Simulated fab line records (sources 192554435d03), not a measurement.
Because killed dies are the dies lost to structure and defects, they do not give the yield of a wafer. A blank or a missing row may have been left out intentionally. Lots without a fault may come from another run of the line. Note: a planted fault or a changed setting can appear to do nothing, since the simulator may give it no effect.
Which of the tools did it? ; flow n5Finfet ; 12 lots, 36 wafers sampled, at 3 steps of a route of 1938

## WHAT EACH GAUGE READ, for each wafer
N5_BEOL_M0_RS_MEAS_126: measures by four-point-probe.
lot;measured;on;M0_RS (ohm/sq)
L075;day 6 07:48;filmMetro-01;0.538 0.563 0.529
L077;day 6 17:29;filmMetro-02;0.510 0.526 0.528
L079;day 7 06:39;filmMetro-02;0.526 0.534 0.521
L081;day 7 19:17;filmMetro-01;0.505 0.497 0.495
L083;day 8 09:53;filmMetro-02;0.523 0.525 0.537
L085;day 8 17:44;filmMetro-01;0.505 0.513 0.522
L087;day 9 05:26;filmMetro-02;0.526 0.512 0.522
L090;day 9 22:56;filmMetro-02;0.515 0.533 0.528
L092;day 10 14:17;filmMetro-01;0.526 0.522 0.520
L093;day 10 18:29;filmMetro-01;0.531 0.545 0.532
L095;day 11 07:50;filmMetro-02;0.549 0.522 0.505
L097;day 11 19:17;filmMetro-02;0.546 0.562 0.558

## TOOL THAT RAN EACH LOT (tool first, then ch and the chambers of the sampled wafers, then the start)
lot;N5_BEOL_M0_SPUTTER_134;N5_BEOL_M0_PRE_CLEAN_131
L075;pvdSputter-02, day 6 06:36;cvdCo-01 ch 0,1,2, day 6 07:35
L077;pvdSputter-01, day 6 16:07;cvdCo-01 ch 0,2, day 6 17:16
L079;pvdSputter-02, day 7 05:29;cvdCo-01 ch 0,2, day 7 06:26
L081;pvdSputter-01, day 7 18:05;cvdCo-01 ch 0,1, day 7 19:02
L083;pvdSputter-02, day 8 08:43;cvdCo-01 ch 0,1,2, day 8 09:40
L085;pvdSputter-02, day 8 16:11;cvdCo-02 ch 1,2, day 8 17:29
L087;pvdSputter-01, day 9 04:07;cvdCo-02 ch 0,1,2, day 9 05:11
L090;pvdSputter-02, day 9 21:44;cvdCo-01 ch 0,2, day 9 22:41
L092;pvdSputter-01, day 10 13:02;cvdCo-02 ch 0,1,2, day 10 14:02
L093;pvdSputter-02, day 10 17:20;cvdCo-02 ch 1,2, day 10 18:16
L095;pvdSputter-02, day 11 06:40;cvdCo-02 ch 0,1,2, day 11 07:36
L097;pvdSputter-03, day 11 17:48;cvdCo-01 ch 1,2, day 11 19:04
- N5_BEOL_M0_SPUTTER_134: material Cu, target thk 4 nm, time 7.37 s.
- N5_BEOL_M0_PRE_CLEAN_131: time 15 s.

## THE ANSWER, worked out from the rows above alone
Rule: the lots themselves supply what counts as usual. The widest of any qualifying gaps counts: lots, ordered by their means at a reading, are off when they make up no more than a third of the lots, leave a main group of 4 or more, and stand apart from it by 3 or more times the standard deviation of that group's means. Not used: any main group whose means are identical at the precision the tables above print for the reading. A lot without any number at a reading at which 4 lots or more have one is off too. The other lots that the step has rows for count as sound.
No lot is off on any of the readings shown, so nothing can be concluded from this.

## WHAT WAS PUT IN BY THE SIMULATOR
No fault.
